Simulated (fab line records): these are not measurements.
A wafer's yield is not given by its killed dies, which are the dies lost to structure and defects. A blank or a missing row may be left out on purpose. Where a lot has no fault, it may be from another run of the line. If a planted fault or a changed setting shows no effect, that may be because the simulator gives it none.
Chamber matching | flow n5-finfet | ald-sin-02 running N5_STI_FIN_REVEAL_ALD_00: 4 sister chambers
The step deposits SiO2, target thk 1 nm, pulse time 1 s. 8 wafers are shown with their chamber, then 8 later ones without.

WAFERS WITH THEIR CHAMBER
wafer  | chamber | heater-power-w (W) | precursor-pulse-height-rel
L074.6 | 0       | 385                | 0.988
L075.1 | 0       | 390                | 1.014
L078.1 | 1       | 577                | 1.020
L078.6 | 2       | 513                | 0.985
L079.3 | 3       | 538                | 1.039
L079.4 | 1       | 580                | 1.009
L079.6 | 3       | 520                | 1.002
L082.1 | 2       | 516                | 1.025

WAFERS WHOSE CHAMBER IS MISSING
wafer  | heater-power-w (W) | precursor-pulse-height-rel
L082.2 | 531                | 1.013
L082.5 | 386                | 0.959
L091.2 | 574                | 0.981
L091.4 | 411                | 0.977
L091.6 | 575                | 1.025
L096.1 | 520                | 0.991
L096.3 | 532                | 1.030
L096.5 | 574                | 1.008

THE CHAMBER EACH PASSED THROUGH
wafer  | from the rows above     | in truth
L082.2 | 3                       | 3
L082.5 | 0                       | 0
L091.2 | 1                       | 1
L091.4 | 0                       | 0
L091.6 | 1                       | 1
L096.1 | can't be placed: 2 or 3 | 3
L096.3 | 3                       | 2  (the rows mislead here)
L096.5 | 1                       | 1
6 of 8 placed correctly. Can't be placed from these rows: 1 (the true chamber is among the candidates in 1). 1 placed wrongly.
How it was worked out, from the rows above alone: a wafer's distance from a chamber is the root of the sum, over the readings, of the square of ((its reading less the chamber's mean) divided by the reading's scatter). If the next closest chamber is less than 2 further off than the closest, the wafer can't be placed; otherwise it belongs to the closest. A chamber's mean is the mean of its shown wafers. How the scatter is found: for the shown wafers, subtract from each reading the mean of its chamber, square and add these, divide the total by (wafers less chambers), then take the root.
